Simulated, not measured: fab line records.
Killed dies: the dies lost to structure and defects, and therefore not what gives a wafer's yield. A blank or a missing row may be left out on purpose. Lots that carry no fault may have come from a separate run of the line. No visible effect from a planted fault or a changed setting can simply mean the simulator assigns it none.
Chamber matching    flow nand_harc    NHARC_P_STI_ETCH_42 on rie_diel-06 has 4 sister chambers
The step etches the open film in N2/H2, target depth 80 nm, overetch 24 nm, time 61 s. 8 wafers are shown with their chamber, then 6 later ones without.

## WAFERS PAIRED WITH THEIR CHAMBERS
wafer   chamber  showerhead_plenum_p_Torr (Torr)  run_length_s (s)
L121.2  3        2.10                             83.1
L121.6  3        2.10                             83.2
L123.6  0        2.11                             83.1
L127.5  1        2.12                             81.7
L127.6  0        2.11                             82.9
L135.1  1        2.11                             82.1
L135.2  2        2.12                             81.4
L135.6  2        2.12                             81.4

## WAFERS WITH NO CHAMBER GIVEN
wafer   showerhead_plenum_p_Torr (Torr)  run_length_s (s)
L139.1  2.11                             82.0
L139.3  2.11                             83.3
L139.4  2.12                             81.3
L140.2  2.10                             82.8
L140.5  2.11                             83.5
L140.6  2.11                             81.9

## CHAMBER TAKEN BY EACH
wafer   from the rows above      in truth
L139.1  1                        1
L139.3  can't be placed: 0 or 3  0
L139.4  2                        2
L140.2  can't be placed: 3 or 0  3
L140.5  can't be placed: 0 or 3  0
L140.6  1                        1
3 of 6 placed correctly. Can't be placed from these rows: 3 (the true chamber is among the candidates in 3). Placed wrongly: 0.
How it was worked out, from the rows above alone: a wafer's distance from a chamber is the root of the sum, over the readings, of the square of ((its reading less the chamber's mean) divided by the reading's scatter). The wafer belongs to the nearest chamber; if the next one is less than 2 further off, it can't be placed. A chamber's mean is the mean of its shown wafers. How the scatter is found: for the shown wafers, subtract from each reading the mean of its chamber, square and add these, divide the total by (wafers less chambers), then take the root.
